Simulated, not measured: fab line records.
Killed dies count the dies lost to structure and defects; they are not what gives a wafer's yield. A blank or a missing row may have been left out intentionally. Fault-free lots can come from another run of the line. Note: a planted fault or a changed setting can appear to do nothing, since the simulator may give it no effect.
The tool behind it: which one? ; flow n5-finfet ; 6 lots with 18 wafers sampled at 4 steps, on a route of 1938 steps

WHAT THE GAUGES READ, wafer by wafer
N5_HKMG_FIN_INSPECT_14: inspects for defects (macro).
lot;measured;on;raw-defect-count
L461;day 4 22:47;defect-inspect-02;4 2 1
L462;day 5 08:14;defect-inspect-01;1 2 2
L467;day 6 10:10;defect-inspect-01;1 2 0
L470;day 7 09:13;defect-inspect-02;0 2 1
L473;day 7 21:29;defect-inspect-02;2 3 0
L475;day 8 05:50;defect-inspect-02;2 2 1

TOOL THAT RAN EACH LOT (tool first, then ch and the chambers of the sampled wafers, then the start)
lot;N5_HKMG_FIN_STRIP_60;N5_HKMG_FIN_ALD_79;N5_HKMG_FIN_PWFM_ALD_03
L461;plasma-asher-01 ch 0,1, day 4 20:28;ald-metal-03 ch 0,1,3, day 4 20:57;ald-metal-04 ch 1,2,3, day 4 22:02
L462;plasma-asher-01 ch 0,1, day 5 05:54;ald-metal-04 ch 2,3, day 5 06:23;ald-metal-03 ch 1,2,3, day 5 07:28
L467;plasma-asher-02 ch 0,1, day 6 07:49;ald-metal-03 ch 1,2, day 6 08:19;ald-metal-01 ch 1,2,3, day 6 09:24
L470;plasma-asher-02 ch 0,1, day 7 06:46;ald-metal-01 ch 0,1,2, day 7 07:15;ald-metal-01 ch 0,2,3, day 7 08:20
L473;plasma-asher-01 ch 0,1, day 7 18:59;ald-metal-01 ch 0,3, day 7 19:29;ald-metal-04 ch 0,1, day 7 20:36
L475;plasma-asher-01 ch 0,1, day 8 03:07;ald-metal-04 ch 1,2,3, day 8 03:37;ald-metal-03 ch 1,3, day 8 04:57
- N5_HKMG_FIN_STRIP_60: strips in N2/H2, time 360 s.
- N5_HKMG_FIN_ALD_79: deposits TiN, target thk 1.5 nm, pulse time 1 s, purge time 3 s.
- N5_HKMG_FIN_PWFM_ALD_03: deposits TiN, target thk 2 nm, pulse time 1 s, purge time 3 s.

THE ANSWER, worked out from the rows above alone
Rule: what is usual is taken from the lots themselves. The widest of any qualifying gaps counts: lots, ordered by their means at a reading, are off when they make up no more than a third of the lots, leave a main group of 4 or more, and stand apart from it by 3 or more times the standard deviation of that group's means. The tables above print the reading to a certain number of digits; a main group whose means all agree to those digits is not used. A lot without any number at a reading at which 4 lots or more have one is off too. Any other lot the step has rows for is counted as sound.
No lot is off at any reading shown: from this, nothing can be told.

WHAT THE SIMULATOR PUT IN
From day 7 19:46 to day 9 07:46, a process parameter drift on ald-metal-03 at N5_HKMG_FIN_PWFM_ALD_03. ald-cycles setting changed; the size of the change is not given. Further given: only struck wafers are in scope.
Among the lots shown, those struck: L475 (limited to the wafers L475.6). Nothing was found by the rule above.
